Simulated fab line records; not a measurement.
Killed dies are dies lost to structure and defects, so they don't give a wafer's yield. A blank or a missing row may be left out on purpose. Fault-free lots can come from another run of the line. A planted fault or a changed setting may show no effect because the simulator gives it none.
Which tool is to blame? | flow nand_harc | 24 lots with 72 wafers sampled at 5 steps, on a route of 1159 steps

## WHAT THE GAUGES SHOWED, per wafer
NHARC_P_BONDPAD_INSPECT_23.
lot  | measured     | on                | raw_defect_count
L074 | day 6 20:30  | defect_inspect-02 | 259 251 259
L075 | day 7 02:24  | defect_inspect-02 | 231 229 257
L076 | day 7 02:32  | defect_inspect-01 | 338 324 390
L077 | day 7 13:01  | defect_inspect-01 | 695 331 317
L078 | day 7 13:49  | defect_inspect-01 | 471 403 466
L080 | day 7 18:57  | defect_inspect-02 | 298 151 415
L079 | day 7 19:31  | defect_inspect-01 | 459 629 561
L081 | day 8 11:55  | defect_inspect-02 | 354 323 329
L082 | day 8 14:45  | defect_inspect-02 | 207 228 250
L083 | day 8 16:19  | defect_inspect-01 | 266 276 299
L084 | day 9 05:40  | defect_inspect-01 | 383 203 307
L085 | day 9 07:10  | defect_inspect-01 | 162 247 224
L087 | day 9 16:07  | defect_inspect-01 | 364 690 286
L086 | day 9 22:07  | defect_inspect-01 | 214 141 314
L088 | day 10 05:36 | defect_inspect-01 | 495 316 255
L089 | day 10 08:17 | defect_inspect-02 | 306 510 402
L090 | day 10 18:08 | defect_inspect-02 | 360 307 258
L092 | day 10 18:49 | defect_inspect-01 | 350 494 434
L091 | day 10 19:19 | defect_inspect-02 | 465 606 340
L094 | day 11 05:11 | defect_inspect-01 | 369 408 342
L093 | day 11 06:41 | defect_inspect-01 | 188 293 301
L095 | day 11 13:03 | defect_inspect-01 | 328 559 595
L096 | day 11 22:47 | defect_inspect-01 | 289 388 402
L097 | day 12 13:13 | defect_inspect-02 | 393 310 375

NHARC_A_CHANNEL_FILL_D1_INSPECT_13.
lot  | measured     | on                | raw_defect_count
L074 | day 10 22:56 | defect_inspect-02 | 135 222 241
L075 | day 11 17:05 | defect_inspect-02 | 231 427 245
L076 | day 11 06:01 | defect_inspect-01 | 291 329 370
L077 | day 11 13:10 | defect_inspect-01 | 328 222 294
L078 | day 11 13:05 | defect_inspect-02 | 293 261 404
L080 | day 11 19:40 | defect_inspect-02 | 526 309 419
L079 | day 11 19:35 | defect_inspect-01 | 239 226 229
L081 | day 12 17:04 | defect_inspect-02 | 181 136 285
L082 | day 12 17:04 | defect_inspect-01 | 234 290 275
L083 | day 13 00:25 | defect_inspect-02 | 493 497 463
L084 | day 13 05:22 | defect_inspect-01 | 194 265 202
L085 | day 13 05:26 | defect_inspect-01 | 237 179 432
L087 | day 13 15:10 | defect_inspect-01 | 318 280 391
L086 | day 14 02:02 | defect_inspect-01 | 381 187 247
L088 | day 14 09:22 | defect_inspect-02 | 507 256 256
L089 | day 14 09:23 | defect_inspect-02 | 372 471 397
L090 | day 14 20:50 | defect_inspect-01 | 255 325 531
L092 | day 14 20:40 | defect_inspect-02 | 375 437 559
L091 | day 14 21:02 | defect_inspect-02 | 274 400 292
L094 | day 15 07:41 | defect_inspect-01 | 227 321 280
L093 | day 15 07:33 | defect_inspect-02 | 335 416 297
L095 | day 15 14:19 | defect_inspect-01 | 413 172 233
L096 | day 16 05:02 | defect_inspect-02 | 200 278 217
L097 | day 16 20:20 | defect_inspect-01 | 288 481 336

## TOOL THAT RAN EACH LOT (tool first, then ch and the chambers of the sampled wafers, then the start)
lot  | NHARC_A_ONON_D1_DEP_33          | NHARC_A_CHANNEL_HOLE_D1_ETCH_34               | NHARC_A_CHANNEL_FILL_D1_RTA_24
L074 | pecvd-04 ch 0,1,2, day 8 09:54  | rie_diel-01 ch 0,1,2, day 10 22:44 or earlier | rtp_anneal-01 ch 0, day 10 22:44
L075 | pecvd-04 ch 0,1,2, day 8 17:20  | rie_diel-13 ch 1,2, day 11 16:55 or earlier   | rtp_anneal-02 ch 0, day 11 16:55
L076 | pecvd-03 ch 1,2, day 8 17:28    | rie_diel-12 ch 0,1,2, day 11 05:41 or earlier | rtp_anneal-01 ch 0, day 11 05:41
L077 | pecvd-02 ch 0,1, day 9 01:23    | rie_diel-13 ch 2,3, day 11 13:00 or earlier   | rtp_anneal-01 ch 0, day 11 13:00
L078 | pecvd-04 ch 0,2, day 9 01:22    | rie_diel-12 ch 1,2, day 11 12:53 or earlier   | rtp_anneal-02 ch 0, day 11 12:53
L080 | pecvd-03 ch 0,2, day 9 06:55    | rie_diel-01 ch 1,2, day 11 19:28 or earlier   | rtp_anneal-02 ch 0, day 11 19:28
L079 | pecvd-02 ch 0,2, day 9 07:10    | rie_diel-13 ch 0,2,3, day 11 19:23 or earlier | rtp_anneal-01 ch 0, day 11 19:23
L081 | pecvd-03 ch 0,1, day 10 01:21   | rie_diel-01 ch 0,1,3, day 12 16:53 or earlier | rtp_anneal-02 ch 0, day 12 16:53
L082 | pecvd-04 ch 0,1,2, day 10 01:23 | rie_diel-12 ch 1,2, day 12 16:56 or earlier   | rtp_anneal-01 ch 0, day 12 16:56
L083 | pecvd-03 ch 0,1,2, day 10 05:49 | rie_diel-13 ch 0,1,2, day 13 00:13 or earlier | rtp_anneal-01 ch 0, day 13 00:13
L084 | pecvd-04 ch 0,2, day 10 16:53   | rie_diel-01 ch 0,1,3, day 13 05:10 or earlier | rtp_anneal-01 ch 0, day 13 05:10
L085 | pecvd-02 ch 0,1, day 10 17:01   | rie_diel-12 ch 2,3, day 13 05:17 or earlier   | rtp_anneal-02 ch 0, day 13 05:17
L087 | pecvd-03 ch 0,2, day 11 03:51   | rie_diel-12 ch 0,3, day 13 15:01 or earlier   | rtp_anneal-01 ch 0, day 13 15:01
L086 | pecvd-03 ch 0,1,2, day 11 14:01 | rie_diel-01 ch 0,1,2, day 14 01:50 or earlier | rtp_anneal-02 ch 0, day 14 01:50
L088 | pecvd-02 ch 1,2, day 11 20:26   | rie_diel-01 ch 1,2, day 14 09:10 or earlier   | rtp_anneal-01 ch 0, day 14 09:10
L089 | pecvd-03 ch 0,1,2, day 11 20:23 | rie_diel-13 ch 0,1,3, day 14 09:14 or earlier | rtp_anneal-02 ch 0, day 14 09:14
L090 | pecvd-03 ch 0,1, day 12 06:46   | rie_diel-01 ch 1,2, day 14 20:40 or earlier   | rtp_anneal-01 ch 0, day 14 20:40
L092 | pecvd-04 ch 1,2, day 12 06:29   | rie_diel-12 ch 0,1,3, day 14 20:28 or earlier | rtp_anneal-01 ch 0, day 14 20:28
L091 | pecvd-02 ch 1,2, day 12 06:28   | rie_diel-13 ch 0,1,2, day 14 20:46 or earlier | rtp_anneal-02 ch 0, day 14 20:46
L094 | pecvd-03 ch 0,1,2, day 12 20:04 | rie_diel-01 ch 0,2,3, day 15 07:28 or earlier | rtp_anneal-02 ch 0, day 15 07:28
L093 | pecvd-03 ch 0,2, day 12 20:23   | rie_diel-13 ch 2,3, day 15 07:20 or earlier   | rtp_anneal-01 ch 0, day 15 07:20
L095 | pecvd-04 ch 0,1,2, day 13 01:59 | rie_diel-01 ch 0,1,2, day 15 14:08 or earlier | rtp_anneal-02 ch 0, day 15 14:08
L096 | pecvd-02 ch 1,2, day 13 13:58   | rie_diel-12 ch 0,2, day 16 04:50 or earlier   | rtp_anneal-01 ch 0, day 16 04:50
L097 | pecvd-03 ch 0,1, day 14 03:42   | rie_diel-12 ch 1,2,3, day 16 20:09 or earlier | rtp_anneal-02 ch 0, day 16 20:09
- NHARC_A_ONON_D1_DEP_33: deposits SiO2, target thk 200 nm.
- NHARC_A_CHANNEL_HOLE_D1_ETCH_34: etches the open film in CF4/CHF3, target depth 154 nm, time 77 s.
- NHARC_A_CHANNEL_FILL_D1_RTA_24: time 5 s.

## WHAT THE TOOLS THEMSELVES READ (means of the sampled wafers that have a number; where no wafer has one, the mark that the record gives instead)
NHARC_A_ONON_D1_DEP_33.
lot  | tool     | heater_power_w (W) | mfc_precursor_sccm (sccm) | throttle_valve_pct (%)
L074 | pecvd-04 | 624                | 161.0                     | 16.0
L075 | pecvd-04 | 673                | 161.3                     | 16.0
L076 | pecvd-03 | 488                | 161.3                     | 15.3
L077 | pecvd-02 | 591                | 161.0                     | 15.7
L078 | pecvd-04 | 587                | 161.3                     | 16.0
L080 | pecvd-03 | 510                | 161.2                     | 15.5
L079 | pecvd-02 | 542                | 161.2                     | 15.9
L081 | pecvd-03 | 541                | 161.0                     | 16.5
L082 | pecvd-04 | 672                | 161.7                     | 15.7
L083 | pecvd-03 | 559                | 161.3                     | 15.9
L084 | pecvd-04 | 689                | 161.6                     | 16.0
L085 | pecvd-02 | 611                | 161.1                     | 15.6
L087 | pecvd-03 | 532                | 161.1                     | 15.5
L086 | pecvd-03 | 527                | 161.3                     | 16.1
L088 | pecvd-02 | 579                | 161.7                     | 16.2
L089 | pecvd-03 | 521                | 161.2                     | 16.0
L090 | pecvd-03 | 516                | 161.9                     | 16.5
L092 | pecvd-04 | 700                | 161.7                     | 15.2
L091 | pecvd-02 | 586                | 161.0                     | 16.3
L094 | pecvd-03 | 526                | 161.4                     | 16.1
L093 | pecvd-03 | 500                | 161.4                     | 16.2
L095 | pecvd-04 | 653                | 161.4                     | 15.9
L096 | pecvd-02 | 566                | 162.0                     | 16.1
L097 | pecvd-03 | 516                | 161.1                     | 16.4

NHARC_A_CHANNEL_HOLE_D1_ETCH_34.
lot  | tool        | chamber_pressure_mTorr (mTorr) | chf3_flow_sccm (sccm) | drypump_motor_current_A (A) | oes_product_au (a.u.) | rf_vpp_V (V) | showerhead_plenum_p_Torr (Torr) | throttle_valve_pct (%)
L074 | rie_diel-01 | 25.002                         | 29.99                 | 6.0                         | 0.952                 | 372.8        | 1.65                            | 16.800
L075 | rie_diel-13 | 24.996                         | 29.97                 | 6.0                         | 0.922                 | 372.3        | 1.61                            | 16.803
L076 | rie_diel-12 | 25.001                         | 29.99                 | 5.7                         | 0.927                 | 371.6        | 1.58                            | 16.808
L077 | rie_diel-13 | 24.993                         | 29.98                 | 6.0                         | 0.973                 | 372.6        | 1.64                            | 16.797
L078 | rie_diel-12 | 24.983                         | 30.02                 | 6.1                         | 0.917                 | 368.8        | 1.55                            | 16.805
L080 | rie_diel-01 | 24.996                         | 30.04                 | 6.0                         | 0.924                 | 373.1        | 1.64                            | 16.797
L079 | rie_diel-13 | 24.994                         | 30.04                 | 5.6                         | 0.925                 | 371.5        | 1.62                            | 16.802
L081 | rie_diel-01 | 24.997                         | 30.10                 | 6.0                         | 0.924                 | 371.2        | 1.58                            | 16.801
L082 | rie_diel-12 | 24.996                         | 29.94                 | 6.1                         | 0.977                 | 370.3        | 1.55                            | 16.797
L083 | rie_diel-13 | 24.976                         | 29.90                 | 5.6                         | 0.924                 | 371.6        | 1.60                            | 16.800
L084 | rie_diel-01 | 25.010                         | 29.99                 | 5.9                         | 0.975                 | 370.4        | 1.58                            | 16.804
L085 | rie_diel-12 | 25.002                         | 29.94                 | 6.0                         | 0.937                 | 370.2        | 1.56                            | 16.806
L087 | rie_diel-12 | 25.013                         | 30.01                 | 5.1                         | 0.963                 | 371.5        | 1.62                            | 16.810
L086 | rie_diel-01 | 25.013                         | 30.05                 | 6.0                         | 0.975                 | 373.5        | 1.65                            | 16.806
L088 | rie_diel-01 | 24.990                         | 29.92                 | 6.0                         | 0.926                 | 372.2        | 1.62                            | 16.795
L089 | rie_diel-13 | 25.014                         | 29.98                 | 5.5                         | 0.927                 | 371.5        | 1.58                            | 16.798
L090 | rie_diel-01 | 25.026                         | 29.91                 | 6.0                         | 0.969                 | 373.2        | 1.64                            | 16.798
L092 | rie_diel-12 | 24.994                         | 29.99                 | 5.5                         | 0.938                 | 370.9        | 1.59                            | 16.796
L091 | rie_diel-13 | 24.997                         | 30.00                 | 5.6                         | 0.923                 | 371.5        | 1.60                            | 16.804
L094 | rie_diel-01 | 25.021                         | 29.97                 | 6.0                         | 0.925                 | 371.0        | 1.60                            | 16.802
L093 | rie_diel-13 | 24.991                         | 29.99                 | 6.0                         | 0.964                 | 371.6        | 1.63                            | 16.797
L095 | rie_diel-01 | 25.014                         | 30.00                 | 6.0                         | 0.945                 | 372.7        | 1.65                            | 16.801
L096 | rie_diel-12 | 24.994                         | 29.96                 | 5.8                         | 0.925                 | 370.8        | 1.58                            | 16.801
L097 | rie_diel-12 | 24.989                         | 30.07                 | 5.9                         | 0.923                 | 370.7        | 1.56                            | 16.806

NHARC_A_CHANNEL_FILL_D1_RTA_24.
lot  | tool          | lamp_power_pct (%) | lamp_zone_6_pct (%) | wafer_temp_C_max
L074 | rtp_anneal-01 | 29.0               | 29.0                | 1008.1
L075 | rtp_anneal-02 | 30.1               | 30.0                | 1004.7
L076 | rtp_anneal-01 | 29.0               | 29.0                | 1005.4
L077 | rtp_anneal-01 | 29.0               | 29.0                | 1007.3
L078 | rtp_anneal-02 | 30.0               | 30.0                | 1004.3
L080 | rtp_anneal-02 | 30.1               | 30.0                | 1005.2
L079 | rtp_anneal-01 | 29.0               | 29.0                | 1007.7
L081 | rtp_anneal-02 | 30.1               | 30.0                | 1005.2
L082 | rtp_anneal-01 | 29.0               | 29.0                | 1006.7
L083 | rtp_anneal-01 | 29.0               | 29.0                | 1008.3
L084 | rtp_anneal-01 | 29.1               | 29.0                | 1005.7
L085 | rtp_anneal-02 | 30.0               | 29.9                | 1004.6
L087 | rtp_anneal-01 | 29.1               | 29.0                | 1006.5
L086 | rtp_anneal-02 | 30.1               | 30.0                | 1004.8
L088 | rtp_anneal-01 | 29.0               | 28.9                | 1006.3
L089 | rtp_anneal-02 | 30.1               | 30.0                | 1005.2
L090 | rtp_anneal-01 | 29.0               | 28.9                | 1005.4
L092 | rtp_anneal-01 | 29.0               | 29.0                | 1005.5
L091 | rtp_anneal-02 | 30.1               | 30.0                | 1005.0
L094 | rtp_anneal-02 | 30.0               | 30.0                | 1004.9
L093 | rtp_anneal-01 | 29.0               | 29.0                | 1006.7
L095 | rtp_anneal-02 | 30.0               | 30.0                | 1004.6
L096 | rtp_anneal-01 | 29.0               | 29.0                | 1007.6
L097 | rtp_anneal-02 | 30.1               | 30.0                | 1005.4

## THE ANSWER, worked out from the rows above alone
Rule: what is usual is taken from the lots themselves. The widest of any qualifying gaps counts: lots, ordered by their means at a reading, are off when they make up no more than a third of the lots, leave a main group of 4 or more, and stand apart from it by 3 or more times the standard deviation of that group's means. If all means in a main group match to the digits the tables above print for the reading, that group is not used. A lot without any number at a reading at which 4 lots or more have one is off too. All remaining lots with rows at the step are treated as sound. After the gauges, taken in route order, come the tools' own readings; for these a lot's mean is taken, as printed above. The first step at which some lot is off is used, and at that step the reading that is off furthest; a lot without a number counts as furthest.
No lot is off at any reading shown: from this, nothing can be told.

## WHAT THE SIMULATOR HAD PUT IN
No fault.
